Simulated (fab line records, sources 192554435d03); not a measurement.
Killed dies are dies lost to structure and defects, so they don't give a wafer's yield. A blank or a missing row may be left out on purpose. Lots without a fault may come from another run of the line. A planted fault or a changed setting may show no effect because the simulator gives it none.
Problem report in the 8D (eight disciplines) form, filled by code | flow n5_finfet | the parts of the form that need people (team, actions taken, sign-off) are left out

1. THE PROBLEM
killed_at_front_end at N5_PASSIVATION_PROBE_49 reads a mean of 1109 on 6 wafers of 2 lots; wafers without a fault read 40 with a standard deviation of 14. That is +76 standard deviations from the usual mean.
First seen on wafer L462.1, day 15 11:24, on prober-02. The record holds 15 wafers of 5 lots with a number at this step. Rule for "out", or "out of limits": more than 4 standard deviations from the usual mean. The other wafers with a number count as sound.

2. WHAT IT IS AND WHAT IT IS NOT
question                    | is                                              | is not
which readings at this step | killed_at_front_end, killed_dies, killed_on_rim | -
which lots                  | L461, L462                                      | L451, L452, L463
which wafers of those lots  | all that have a number                          | -
read on which tools         | prober-02                                       | prober-01
when                        | from day 15 11:24                               | up to then (6 sound wafers); but 3 sound wafers of L463 came after

3. SUSPECTS, AND WHAT RULES EACH OUT
Counting: a tool at a process step up to the reading stays a suspect if it ran every lot that is out and no sound lot after the first of them.
- vapor_etch-02 at N5_FIN_SAQP_RECESS_75 (chemistry HF/NH3, target SiO2, target depth 14.4 nm, afs cycles 3, sublimation time 60 s): ruled out as a lasting fault. Sound lots L463 ran on it after its first lot that is out, L461 (day 5 07:06).
- prober-02 at N5_PASSIVATION_PROBE_49: ruled out as a lasting fault. Sound lots L463 ran on it after its first lot that is out, L462 (day 15 11:24).
Left after counting: nothing in the record.

4. THE CAUSE (what the simulator had put in)
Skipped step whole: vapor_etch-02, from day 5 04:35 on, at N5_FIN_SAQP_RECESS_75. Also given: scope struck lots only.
Counting ruled it out, wrongly: the rule takes a fault to strike every lot that its tool runs from its start on, and this one did not.

5. THE CHAIN OF EFFECTS, in route order
Each row: a reading whose mean over the struck wafers that have a number lies more than 3 standard deviations from the usual. Only readings for which the record gives a usual standard deviation are gone through. hours: the time from each lot's start at the first step in this table that gives one to its start at this step, as a median over the lots. sigmas: the change in usual standard deviations.
hours | step                    | reading             | usual | on struck wafers | change | sigmas
0     | N5_PASSIVATION_PROBE_49 | killed_at_front_end | 40    | 1109             | +1069  | +76
0     | N5_PASSIVATION_PROBE_49 | killed_dies         | 104   | 1180             | +1076  | +57
0     | N5_PASSIVATION_PROBE_49 | killed_on_rim       | 14    | 152              | +138   | +33
The process steps in it:
- N5_PASSIVATION_PROBE_49
Readings that are blank on the struck wafers while sound wafers have them: drypump_motor_current_A at N5_FIN_SAQP_RECESS_75; sublimation_temp_c at N5_FIN_SAQP_RECESS_75; temp_c at N5_FIN_SAQP_RECESS_75.

6. WHAT WOULD HAVE CAUGHT IT SOONER
In this record the first reading out of limits was taken at day 15 11:24, 247 hours after the fault began at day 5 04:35.
At N5_FIN_SAQP_RECESS_75 the tool's readings are blank on the struck wafers, where sound wafers have them: an empty tool record is the first sign, and it was there at once.
